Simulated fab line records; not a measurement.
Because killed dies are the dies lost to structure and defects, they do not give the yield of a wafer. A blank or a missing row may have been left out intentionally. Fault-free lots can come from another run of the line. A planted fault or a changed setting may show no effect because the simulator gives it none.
Code-filled problem report in 8D (eight disciplines) form    flow n5Finfet    the parts of the form that need people (team, actions taken, sign-off) are left out

1. THE PROBLEM
Mean of runLengthS at N5_BEOL_M15_ETCH_61: 104.8 s over 2 wafers from 1 lot, against 91.1 s (standard deviation 0.33) on wafers with no fault. Relative to the usual mean, that is a shift of +42 standard deviations.
The step: etches BARC in N2/H2, target depth 89 nm, overetch 26.7 nm, time 67.9 s.
The first sign was on wafer L535.1 at day 18 13:10, on rieDiel-01. The record has a number at this step for 35 wafers belonging to 12 lots. By rule, "out" or "out of limits" means more than 4 standard deviations away from the usual mean. Any other wafer with a number is counted as sound.

2. WHAT IT IS, AND WHAT IT ISN'T
question                     is                      is not
which readings at this step  runLengthS              drypumpMotorCurrentA, oesProductAu, rfVppV, showerheadPlenumPTorr, throttleValvePct
which lots                   L535                    L522, L523, L525, L526, L527, L528, L531, L532, L533, L536, L545
which wafers of those lots   all that have a number  -
read on which tools          rieDiel-01              rieDiel-05, rieDiel-06
when                         from day 18 13:10       up to then (30 sound wafers); but 3 sound wafers of L545 came after

3. WHAT RULES OUT EACH SUSPECT
Counting: a tool at a process step up to the reading stays a suspect if it ran every lot that is out and no sound lot after the first of them.
- rieDiel-01 at N5_BEOL_M15_ETCH_61 (etches BARC in N2/H2, target depth 89 nm, overetch 26.7 nm, time 67.9 s): kept. It ran the lot that is out, L535 (day 18 13:10), and no sound lot after that; its last sound lot up to then is L536 (day 15 21:05). Out on those wafers are its own readings of runLengthS.
The count leaves rieDiel-01 at N5_BEOL_M15_ETCH_61.

4. THE CAUSE (what the simulator had put in)
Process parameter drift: rieDiel-01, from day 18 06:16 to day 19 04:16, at N5_BEOL_M15_ETCH_61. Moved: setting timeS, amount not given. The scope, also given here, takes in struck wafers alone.
After counting, this tool was the only one left.

5. SEQUENCE OF EFFECTS, ordered by route
Each row: a reading whose mean over the struck wafers that have a number lies more than 3 standard deviations from the usual. Only readings for which the record gives a usual standard deviation are gone through. hours: the time from each lot's start at the first step in this table that gives one to its start at this step, as a median over the lots. sigmas: the change in usual standard deviations.
hours  step                 reading     usual   on struck wafers  change  sigmas
0      N5_BEOL_M15_ETCH_61  runLengthS  91.1 s  104.8             +13.8   +42
The process steps in it:
- N5_BEOL_M15_ETCH_61: etches BARC in N2/H2, target depth 89 nm, overetch 26.7 nm, time 67.9 s.

6. HOW IT WOULD HAVE BEEN CAUGHT EARLIER
7 hours passed between the start of the fault at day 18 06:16 and the first reading out of limits in this record, taken at day 18 13:10.
